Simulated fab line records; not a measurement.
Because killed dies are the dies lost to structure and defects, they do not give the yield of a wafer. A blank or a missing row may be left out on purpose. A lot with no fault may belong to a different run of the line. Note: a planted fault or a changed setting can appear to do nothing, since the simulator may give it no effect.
One fault through the eyes of 2 desks ; flow n5-finfet ; what lay behind the numbers comes last; until then each desk has only its own

TOOL OWNER'S DESK, ald-metal-02
The tool's own readings at N5_HKMG_FIN_NWFM_ALD_20 (deposits TiAlC, target thk 2 nm, pulse time 3 s, purge time 2 s): means of the sampled wafers that have a number, for each lot that ran on this tool. The brackets show how far a lot's mean lies from the usual mean; more than 4 standard deviations puts the lot out of limits, marked OUT.
Columns: A = heater-power-w at N5_HKMG_FIN_NWFM_ALD_20, usual 517 W; B = precursor-pulse-height-rel at N5_HKMG_FIN_NWFM_ALD_20, usual 0.997
lot;first seen here;A;B
L298;day 4 06:07;638;1.000
L301;day 5 01:38;626;0.998
L306;day 6 06:22;578;1.011
L310;day 7 05:41;633;1.012
L311;day 7 11:38;574;1.005
This desk's finding: nothing out of limits on any of the 5 lots.

FROM THE METROLOGY DESK
Lot by lot, what the gauges showed, no matter which tool ran the lot: averages of those sampled wafers that carry a number. The brackets show how far a lot's mean lies from the usual mean; more than 4 standard deviations puts the lot out of limits, marked OUT. Shown are 7 of the 20 readings it has, namely the first that went out of limits plus those furthest out on some lot.
Columns: A = IOFF_N at N5_BEOL_M4_RC_MEAS_101, usual 0.154 nA/um; B = IOFF_P_LIN at N5_BEOL_M4_RC_MEAS_101, usual 0.096 nA/um; C = IOFF_P_LONG at N5_BEOL_M4_RC_MEAS_101, usual 0.000102 nA/um; D = ION_N at N5_BEOL_M4_RC_MEAS_101, usual 675 uA/um; E = VT_N at N5_BEOL_M4_RC_MEAS_101, usual 250.0 mV; F = VT_N_LONG at N5_BEOL_M4_RC_MEAS_101, usual 275.2 mV; G = VT_N_LVT at N5_BEOL_M4_RC_MEAS_101, usual 98.5 mV
lot;first seen here;A;B;C;D;E;F;G
L298;day 7 20:01;0.149;0.094;0.000103;680;248.9;275.1;99.5
L301;day 8 21:16;0.160;0.101;0.000105;682;250.3;274.7;97.4
L306;day 10 11:20;0.137;0.097;0.000112;672;250.4;274.6;99.4
L311;day 11 16:36;0.000 (-7.0) OUT;0.445 (+38) OUT;0.000473 (+49) OUT;314 (-41) OUT;420.5 (+63) OUT;441.9 (+88) OUT;266.9 (+60) OUT
L310;day 11 19:35;0.000 (-7.0) OUT;0.552 (+49) OUT;0.000514 (+54) OUT;320 (-40) OUT;415.3 (+61) OUT;440.7 (+87) OUT;262.6 (+59) OUT
L312;day 11 21:38;0.165;0.100;0.000102;681;246.2;272.8;95.1
L316;day 12 20:43;0.135;0.084;0.000087;665;252.4;277.7;101.8
L321;day 14 10:37;0.135;0.082;0.000093;674;250.6;277.9;96.6
This desk's finding: out of limits on L310, L311; first on L311, day 11 16:36 (IOFF_N at N5_BEOL_M4_RC_MEAS_101). Within limits: L298, L301, L306, L312, L316, L321.

TAKEN TOGETHER
L310, L311 would have let the metrology desk raise an alarm at day 11 16:36.
The tool owner's desk saw nothing out of limits.
On record at the tool owner's desk: L310, L311, within its limits.
N5_HKMG_FIN_NWFM_ALD_20 was run on ald-metal-02 by each of the lots named.

WHAT WAS PUT IN BY THE SIMULATOR
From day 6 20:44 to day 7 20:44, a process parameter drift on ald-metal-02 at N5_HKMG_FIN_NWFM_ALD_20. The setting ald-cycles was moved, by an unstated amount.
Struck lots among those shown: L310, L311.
Hours from the fault's start to each desk's first reading out of limits: the metrology desk, 116.
